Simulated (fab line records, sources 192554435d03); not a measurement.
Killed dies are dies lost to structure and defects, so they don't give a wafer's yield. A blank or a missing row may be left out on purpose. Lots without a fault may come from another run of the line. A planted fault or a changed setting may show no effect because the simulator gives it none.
A struck lot beside a sound one | flow n5_finfet | 16 steps out of a route of 1938
Sound: wafers L857.2, L857.3, L857.5. Struck: wafer L871.1. (L871.2, L871.4 of the same lot were not struck and are left out.) The cause comes at the end.
At each step with rows: each side's tool, then ch and its chambers, then its first start. Under that, the readings that differ: sound wafers | struck wafers | difference of the means | sigmas: that difference in standard deviations of wafers without a fault.
alike: readings whose means differ by less than 2 such deviations, and words and numbers that are the same on both sides. not compared: withheld readings, readings that some wafer has no value for, bounds like >300 that may hide the same value, and numbers for which the record gives no deviation and whose values overlap.
The two part at a step that has a row with sigmas, a row that says differs or no value, or rows on one side only. Numbers that don't overlap but have no deviation are shown without sigmas and don't part them. A reading that every wafer of one side lacks parts them only if that side has two wafers or more.

first, 7 steps without rows for these wafers: N5_FIN_CUT_COAT_29 (time 60 s, resist thk 10 nm); N5_FIN_CUT_COAT_02 (resist thk 30 nm); N5_FIN_CUT_EBR_04; N5_FIN_CUT_SOFTBAKE_03 (time 60 s); N5_FIN_CUT_EXPOSE_05 (exposes mask FIN CUT); N5_FIN_CUT_PEB_06 (peb time 60 s); N5_FIN_CUT_DEVELOP_07 (develop time 30 s).
N5_FIN_CUT_CD_MEAS_08: target cd 29.1 nm.
  sound on cd_sem-01 ch 0, day 2 14:50; struck on cd_sem-03 ch 0, day 6 04:59
  alike: cd_nm
N5_FIN_CUT_OVL_MEAS_09:
  sound on overlay-01 ch 0, day 2 14:53; struck on overlay-02 ch 0, day 6 05:01
  alike: FIN_CUT_OVL
N5_FIN_CUT_INSPECT_10: inspects for defects (brightfield).
  sound on defect_inspect-01, day 2 14:56; struck on defect_inspect-02, day 6 05:04
  alike: raw_defect_count
N5_FIN_CUT_DESCUM_13: chemistry O2, time 7 s.
  sound on rie_diel-03 ch 1,2, day 2 15:02; struck on rie_diel-04 ch 0, day 6 05:07
  alike: drypump_motor_current_A, o2_flow_sccm, oes_product_au, rf_vpp_V, showerhead_plenum_p_Torr, throttle_valve_pct
  not compared: rf_hours_counter_h
N5_FIN_CUT_ETCH_30: etches underlayer in N2/H2, target depth 13 nm, time 10.4 s.
  sound on rie_diel-03 ch 1,2, day 2 15:04; struck on rie_diel-04 ch 0, day 6 05:08
  alike: drypump_motor_current_A, etch_rf_on_time_s, oes_product_au, rf_vpp_V, showerhead_plenum_p_Torr, throttle_valve_pct
  not compared: rf_hours_counter_h
N5_FIN_CUT_ETCH_20: etches SiARC in CF4, target depth 26 nm, time 43.3 s.
  sound on rie_diel-03 ch 1,2, day 2 15:05; struck on rie_diel-04 ch 0, day 6 05:10
  reading               | sound          | struck | difference | sigmas
  etch_rf_on_time_s (s) | 43.1 44.9 43.2 | 50.3   | +6.6       | +4
  alike: cf4_flow_sccm, drypump_motor_current_A, oes_product_au, rf_vpp_V, showerhead_plenum_p_Torr, throttle_valve_pct
  not compared: rf_hours_counter_h
N5_FIN_CUT_ETCH_21: etches SOC in N2/H2, target depth 219 nm, overetch 43.8 nm, time 523.5 s.
  sound on rie_diel-03 ch 1,2, day 2 15:07; struck on rie_diel-04 ch 0, day 6 05:12
  alike: drypump_motor_current_A, oes_product_au, rf_vpp_V, showerhead_plenum_p_Torr, throttle_valve_pct
  not compared: rf_hours_counter_h
-- the record jumps here: 6 days lie between the struck wafers' starts before and after (it left off in module FIN_CUT and takes up again in module BEOL_M4, whose first step shown is number 1111 of the route) --
N5_BEOL_M4_RC_MEAS_101:
  sound on prober-01 ch 0, day 8 22:01; struck on prober-02 ch 0, day 12 07:01
  alike: DIBL_N, DIBL_P, IOFF_N, IOFF_P, ION_N, ION_P, SS_N, SS_P, VT_N, VT_P
-- the record jumps here: 4 days lie between the struck wafers' starts before and after (it left off in module BEOL_M4 and takes up again in module PASSIVATION, whose first step shown is number 1936 of the route) --
N5_PASSIVATION_PROBE_49:
  the record has rows for the struck wafers here (prober-02, day 16 17:30) and none for the sound ones

WHERE THEY PART
First at N5_FIN_CUT_ETCH_20; last, within this record, at N5_PASSIVATION_PROBE_49.

WHY: what the simulator had put in
Process parameter drift: rie_diel-04, from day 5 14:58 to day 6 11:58, at N5_FIN_CUT_ETCH_20. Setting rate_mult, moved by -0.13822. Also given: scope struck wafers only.
